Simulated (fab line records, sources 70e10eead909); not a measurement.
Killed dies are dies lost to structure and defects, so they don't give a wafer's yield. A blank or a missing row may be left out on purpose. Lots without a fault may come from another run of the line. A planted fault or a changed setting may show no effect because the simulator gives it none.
fab line records | flow nand_harc
record lots=5 wafers=15 last_day=24
route steps=1159 shown A_STAIRCASE@519 END@1159
lots that met no fault: from a run of the same line without faults
start_h: hours from the record's first day to the start of the lot's first wafer shown | wait_h: hours since the lot's step before | " the same as in the row above | L1.1+2: a row that stands for several wafers | - no value, or no start given | * or withheld: withheld | < > ~ a bound
route shown NAME@n: a module of which the file shows steps, and the number in the route of the first | usual: mean/standard deviation of fault-free wafers | same: alike in all rows | chamber/n: place in a boat | sites: the reading at each site | _std_site: their standard deviation | _edge_site: outer sites' mean less inner sites' | radius_mm: how far each site lies from the wafer's centre | mask NAME#n: copy n | behind: the tool/chamber that last shaped the wafer | hold: why the lot was held/for how many hours/how that ended | device: the transistor (n, p or np) that didn't switch | end of line: the same wafers' tests at the end of the route | a step without rows: its recipe alone | killed: dies lost to structure and defects at the first sort, not the wafer's yield | map: a wafer's dies, x killed, . not, _ none there
set.NAME: the setting as run; set.NAME@STEP: as run at that earlier step | model.NAME: the simulator's own value behind a step, which no gauge read
lots at some steps of the route; a table a step, a row a wafer
services: from which hour (start_h, from the record's first day; less than 0 if before it) a tool's chamber was out of use, for how many hours, and why
## steps
# step NHARC_A_STAIRCASE_DEP_156
# recipe target_thk_a=500 temp_c=400 target_thk_nm=50 flow_sccm=200 rf_w=450 material=SiNx
# usual heater_power_w=748/93
# columns lot.wafer tool chamber start_h wait_h heater_power_w
L705.2 pecvd-01 2 279.16 0.1 650
L705.3 " 0 " " 748
L705.5 " 0 " " 785
L709.3 pecvd-02 0 310.57 0.1 839
L709.2 " 1 " " 938
L709.4 " 0 " " 834
L715.3 pecvd-04 2 343.32 0.3 618
L715.2 " 0 " " 685
L715.4 " 1 " " 645
L719.4 pecvd-01 2 352.95 0.2 652
L719.6 " 0 " " 881
L719.5 " 1 " " 710
L721.2 pecvd-04 1 375.38 0.1 662
L721.6 " 2 " " 659
L721.4 " 0 " " 773
# step NHARC_A_STAIRCASE_DEHYDRATE_158
# recipe temp_c=150 time_s=120
# step NHARC_A_STAIRCASE_HMDS_159
# recipe time_s=30
# step NHARC_A_STAIRCASE_COAT_160
# recipe spin_rpm=1200
# step NHARC_A_STAIRCASE_SOFTBAKE_161
# recipe temp_c=135 time_s=170
# step NHARC_A_STAIRCASE_EBR_162
# step NHARC_A_STAIRCASE_EXPOSE_163
# recipe na=0.5 dose_mj=20.01 mask_id=STAIR_OPEN
# step NHARC_A_STAIRCASE_PEB_164
# recipe peb_temp_c=115 peb_time_s=130
# step NHARC_A_STAIRCASE_DEVELOP_165
# recipe time_s=140
# step NHARC_A_STAIRCASE_HARDBAKE_167
# recipe temp_c=120 time_s=140
# step NHARC_A_STAIRCASE_DESCUM_168
# recipe time_s=3 o2_flow_sccm=200 ar_flow_sccm=0 bias_power_w=0 chemistry=O2
# usual drypump_motor_current_A=5.9/0.47 oes_product_au=1.002/0.0087 rf_vpp_V=57.5/0.93 showerhead_plenum_p_Torr=1.88/0.059 throttle_valve_pct=11.312/0.0096
# columns lot.wafer tool chamber start_h wait_h drypump_motor_current_A oes_product_au rf_hours_counter_h rf_vpp_V showerhead_plenum_p_Torr throttle_valve_pct
L705.2 rie_diel-10 0 280.88 - 5.7 1.007 27 58.0 1.84 11.299
L705.3 " 3 " " 5.9 1.006 37 57.3 1.90 11.318
L705.5 " 1 " " 5.4 0.999 - 58.9 2.01 11.319
L709.2 rie_diel-13 0 311.56 - 5.7 1.010 9 58.3 1.91 11.306
L709.4 " 2 " " 5.8 0.991 8 56.5 1.82 11.314
L709.3 " 3 " " 6.2 1.012 9 58.0 1.88 11.331
L715.3 rie_diel-13 2 344.32 - 5.9 0.998 21 58.0 1.81 11.315
L715.2 " 0 " " 5.7 0.997 21 58.8 1.91 11.313
L715.4 " 1 " " 6.6 1.014 - 57.4 1.88 11.322
L719.4 rie_diel-13 2 353.86 - 5.9 0.991 27 57.1 1.81 11.322
L719.5 " 2 " " 5.9 0.996 - 57.0 1.81 11.305
L719.6 " 3 " " 6.2 0.989 - 57.3 1.87 11.316
L721.2 rie_diel-10 0 377.39 - 5.7 0.976 3 57.1 1.83 11.325
L721.4 " 2 " " 5.0 0.990 4 57.5 1.83 11.301
L721.6 " 1 " " 5.4 0.988 - 57.9 2.00 11.299
# step NHARC_A_STAIRCASE_ETCH_169
# recipe target_depth_a=500 time_s=107.1 ion_energy_ev=120 ch3f_flow_sccm=50 o2_flow_sccm=30 ar_flow_sccm=200 rf_w=500 bias_w=100 chemistry=CH3F/O2
# usual drypump_motor_current_A=5.9/0.46 oes_product_au=0.951/0.018 rf_vpp_V=243.8/1.3 run_length_s=128.4/0.44 showerhead_plenum_p_Torr=2.41/0.067 throttle_valve_pct=20.663/0.009
# columns lot.wafer tool chamber start_h wait_h drypump_motor_current_A oes_product_au rf_hours_counter_h rf_vpp_V run_length_s showerhead_plenum_p_Torr throttle_valve_pct
L705.3 rie_diel-10 3 282.49 1.6 5.8 0.950 38 244.2 128.4 2.44 20.655
L705.2 " 1 " " 5.4 0.930 36 246.4 147.9 2.58 20.679
L705.5 " 3 " " 5.8 0.951 - 245.4 128.5 2.44 20.653
L709.2 rie_diel-13 1 311.65 0.1 6.6 0.964 9 243.0 128.3 2.42 20.664
L709.4 " 2 " " 5.9 0.950 8 243.4 128.8 2.34 20.661
L709.3 " 3 " " 6.2 0.982 9 243.5 128.8 2.41 20.659
L715.3 rie_diel-13 2 344.49 0.2 5.9 0.940 21 243.3 128.6 2.33 20.669
L715.2 " 0 " " 5.7 0.934 21 244.3 127.5 2.45 20.666
L715.4 " 2 " " 5.8 0.941 - 241.7 128.4 2.33 20.664
L719.4 rie_diel-13 1 353.97 0.1 6.7 0.959 25 242.3 128.5 2.42 20.662
L719.5 " 3 " " 6.2 0.952 - 241.7 129.0 2.41 20.661
L719.6 " 0 " " 5.7 0.949 - 246.5 127.9 2.45 20.669
L721.2 rie_diel-10 0 377.54 0.1 5.8 0.926 3 242.7 128.5 2.36 20.661
L721.4 " 2 " " 5.1 0.940 4 242.8 128.7 2.36 20.634
L721.6 " 0 " " 5.7 0.935 - 243.0 129.0 2.36 20.681
# step NHARC_A_STAIRCASE_ETCH_170
# recipe target_depth_a=2000 time_s=66.667 ion_energy_ev=250 c4f6_flow_sccm=25 o2_flow_sccm=20 ar_flow_sccm=500 rf_w=600 bias_w=500 chemistry=C4F6/O2
# usual drypump_motor_current_A=5.9/0.47 oes_product_au=0.972/0.014 rf_vpp_V=545.7/2.3 run_length_s=87.9/0.45 showerhead_plenum_p_Torr=3.86/0.1 throttle_valve_pct=26.903/0.0093
# columns lot.wafer tool chamber start_h wait_h drypump_motor_current_A oes_product_au rf_hours_counter_h rf_vpp_V run_length_s showerhead_plenum_p_Torr throttle_valve_pct
L705.3 rie_diel-10 0 - - 5.7 0.963 29 544.0 88.4 3.79 26.899
L705.2 " 3 " " 5.9 0.986 38 544.9 88.6 3.89 26.890
L705.5 " 0 " " 5.8 0.963 - 544.0 88.1 3.79 26.909
L709.4 rie_diel-13 2 - - 5.9 0.962 8 544.1 88.4 3.74 26.898
L709.2 " 0 " " 5.8 0.987 9 546.8 87.2 3.92 26.911
L709.3 " 1 " " 6.7 0.984 9 547.3 88.0 3.87 26.922
L715.3 rie_diel-13 1 - - 6.7 0.983 20 544.7 87.6 3.87 26.912
L715.2 " 2 " " 5.9 0.987 21 543.2 87.9 3.73 26.909
L715.4 " 0 " " 5.8 0.977 - 545.5 87.0 3.91 26.904
L719.4 rie_diel-13 2 - - 5.9 0.960 27 542.0 88.3 3.73 26.899
L719.6 " 1 " " 6.7 0.974 - 546.1 87.9 3.86 26.908
L719.5 " 2 " " 5.9 0.958 - 543.1 88.5 3.73 26.908
L721.4 rie_diel-10 3 - - 5.8 0.974 4 545.7 88.0 3.87 26.905
L721.2 " 1 " " 5.4 0.977 3 549.6 87.9 4.08 26.902
L721.6 " 3 " " 5.8 0.975 - 545.9 88.2 3.87 26.893
# step NHARC_END_SORT_01
# recipe temp_c=25
# usual killed_at_array=27/8 killed_at_other=0.8/1.2 killed_at_periphery=3.3/2.3 killed_dies=31/8.8 killed_open=3.2/2.1 killed_short=2.1/1.4
# same gross_dies=677
# columns lot.wafer tool chamber start_h wait_h killed_at_array killed_at_other killed_at_periphery killed_dies killed_open killed_short
L705.2 prober-01 0 491.95 2.8 22 0 6 28 4 3
L705.3 prober-01 0 492.76 3.1 27 0 7 34 3 1
L705.5 prober-01 0 494.37 3.7 18 0 2 20 0 3
L715.2 prober-01 0 558.63 2.8 35 0 2 37 1 2
L715.3 prober-01 0 559.44 3.1 34 2 2 38 1 1
L715.4 prober-01 0 560.25 3.4 36 1 3 40 5 3
L719.4 prober-01 0 571.70 3.4 43 0 4 47 3 1
L719.5 prober-01 0 572.50 3.7 48 0 7 55 0 3
L719.6 prober-01 0 573.30 4.0 41 0 10 51 2 1
L721.2 prober-02 0 582.31 2.8 13 0 2 15 3 1
L721.4 prober-02 0 583.89 3.4 24 0 5 29 6 2
L721.6 prober-02 0 585.48 4.0 18 0 1 19 3 0
# killed by level:class
L705.2 A_SLIT:chamber_film_flake=12 A_CHANNEL_HOLE_D1:chamber_film_flake=4 P_BONDPAD:chamber_film_flake=2 A_CONTACT:chamber_film_flake=2 P_STI:geometric_particle:open=1 P_M0:geometric_particle:open=1 P_M1:geometric_particle:short=1 P_M2:geometric_particle:open=1
L705.3 A_SLIT:chamber_film_flake=12 A_CONTACT:chamber_film_flake=5 A_CHANNEL_HOLE_D1:chamber_film_flake=4 P_BONDPAD:chamber_film_flake=3 P_GATE:chamber_film_flake=2 A_ZERO_WELL:chamber_film_flake=2 P_CONTACT:geometric_particle:open=1 A_ONON_D1:geometric_particle:open=1
L705.5 A_SLIT:chamber_film_flake=9 A_CHANNEL_HOLE_D1:chamber_film_flake=3 A_CHANNEL_FILL_D1:chamber_film_flake=2 A_SGD_CUT:geometric_particle:short=1 A_CONTACT:geometric_particle:short=1 A_M0:geometric_particle:short=1 P_GATE:chamber_film_flake=1 P_M1:chamber_film_flake=1
L715.2 A_CHANNEL_HOLE_D1:chamber_film_flake=20 A_STAIRCASE:chamber_film_flake=4 A_M0:chamber_film_flake=4 A_WL_FILL:chamber_film_flake=2 P_STI:geometric_particle:short=1 A_SOURCE_PLATE:geometric_particle:short=1 A_M0:geometric_particle:open=1 P_STI:chamber_film_flake=1
L715.3 A_CHANNEL_HOLE_D1:chamber_film_flake=21 A_STAIRCASE:chamber_film_flake=5 A_WL_FILL:chamber_film_flake=3 A_M0:chamber_film_flake=3 THIN_TSV:chamber_film_flake=2 P_M2:geometric_particle:open=1 A_CONTACT:geometric_particle:short=1 P_GATE:chamber_film_flake=1
L715.4 A_CHANNEL_HOLE_D1:chamber_film_flake=14 A_STAIRCASE:chamber_film_flake=5 A_M0:chamber_film_flake=4 A_ZERO_WELL:chamber_film_flake=3 A_WL_FILL:chamber_film_flake=3 P_M0:geometric_particle:open=2 A_WL_FILL:geometric_particle:open=2 P_M0:geometric_particle:short=1
L719.4 A_CHANNEL_HOLE_D1:chamber_film_flake=19 A_SLIT:chamber_film_flake=11 A_CONTACT:chamber_film_flake=6 A_STAIRCASE:chamber_film_flake=5 P_CONTACT:geometric_particle:open=1 P_M0:geometric_particle:open=1 A_CHANNEL_FILL_D1:geometric_particle:short=1 A_CONTACT:geometric_particle:open=1
L719.5 A_CHANNEL_HOLE_D1:chamber_film_flake=29 A_SLIT:chamber_film_flake=12 P_M0:chamber_film_flake=4 P_GATE:chamber_film_flake=3 A_CONTACT:chamber_film_flake=3 A_CHANNEL_HOLE_D1:geometric_particle:short=1 A_CHANNEL_FILL_D1:geometric_particle:short=1 A_WL_FILL:geometric_particle:short=1
L719.6 A_CHANNEL_HOLE_D1:chamber_film_flake=17 A_SLIT:chamber_film_flake=14 A_CONTACT:chamber_film_flake=6 P_M0:chamber_film_flake=5 A_STAIRCASE:chamber_film_flake=3 P_GATE:chamber_film_flake=2 P_CONTACT:geometric_particle:open=1 P_M0:geometric_particle:open=1
L721.2 A_CHANNEL_HOLE_D1:chamber_film_flake=6 A_STAIRCASE:chamber_film_flake=2 A_CONTACT:chamber_film_flake=2 P_GATE:geometric_particle:open=1 P_M0:geometric_particle:open=1 A_ONON_D1:geometric_particle:open=1 A_ONON_D1:geometric_particle:short=1 A_BLC:chamber_film_flake=1
L721.4 A_CHANNEL_HOLE_D1:chamber_film_flake=12 A_CONTACT:chamber_film_flake=4 P_GATE:geometric_particle:open=2 P_M0:geometric_particle:short=1 A_ONON_D1:geometric_particle:open=1 A_CHANNEL_FILL_D1:geometric_particle:short=1 A_WL_FILL:geometric_particle:open=1 A_M0:geometric_particle:open=1
L721.6 A_CHANNEL_HOLE_D1:chamber_film_flake=6 A_STAIRCASE:chamber_film_flake=4 A_CONTACT:chamber_film_flake=2 A_BLC:chamber_film_flake=2 A_STAIRCASE:geometric_particle:open=1 A_CONTACT:geometric_particle:open=1 A_M1:geometric_particle:open=1 P_GATE:chamber_film_flake=1
## services
# columns tool chamber start_h hours kind
rie_diel-13 0 255.25 - clean
rie_diel-13 1 255.25 - clean
rie_diel-13 2 255.25 - clean
rie_diel-13 3 255.25 - clean
pecvd-02 - 260.26 0.9 repair
rie_diel-13 3 272.41 8.6 repair
rie_diel-13 - 276.04 9.0 pm
rie_diel-13 0 276.04 9.0 vent_cycle
rie_diel-13 1 276.04 9.0 vent_cycle
rie_diel-13 2 276.04 9.0 vent_cycle
rie_diel-13 0 285.04 - clean
rie_diel-13 1 285.04 - clean
rie_diel-13 2 285.04 - clean
rie_diel-13 3 285.04 - clean
rie_diel-13 2 305.68 4.4 repair
rie_diel-13 0 309.68 - clean
rie_diel-13 1 309.68 - clean
rie_diel-13 3 309.68 - clean
pecvd-02 - 334.01 13.0 pm
rie_diel-13 0 334.22 - clean
rie_diel-10 - 354.16 9.0 pm
pecvd-01 1 373.65 5.0 repair
rie_diel-13 - 375.21 2.7 repair
pecvd-04 - 376.61 13.0 pm
## key
first_sign step=NHARC_A_STAIRCASE_ETCH_169 reading=run_length_s direction=up sigmas=44 usual=* struck=*
effect none on later readings
met_at NHARC_A_STAIRCASE_ETCH_169
struck_wafers L705.2
tester_left_out L705
fault kind=process_parameter_drift tool=rie_diel-10 chamber=1 onset_h=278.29 steps=NHARC_A_STAIRCASE_ETCH_169 channel=time_s offset=* shape=step end_h=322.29 acts_in=* stated=*
# tester_left_out: of these lots the tester's yield and bins aren't shown, on N5 and GAA mostly nor the transistor test; their killed dies are dies lost to structure and defects alone, not to doping, threshold or leakage, so they don't give the yield
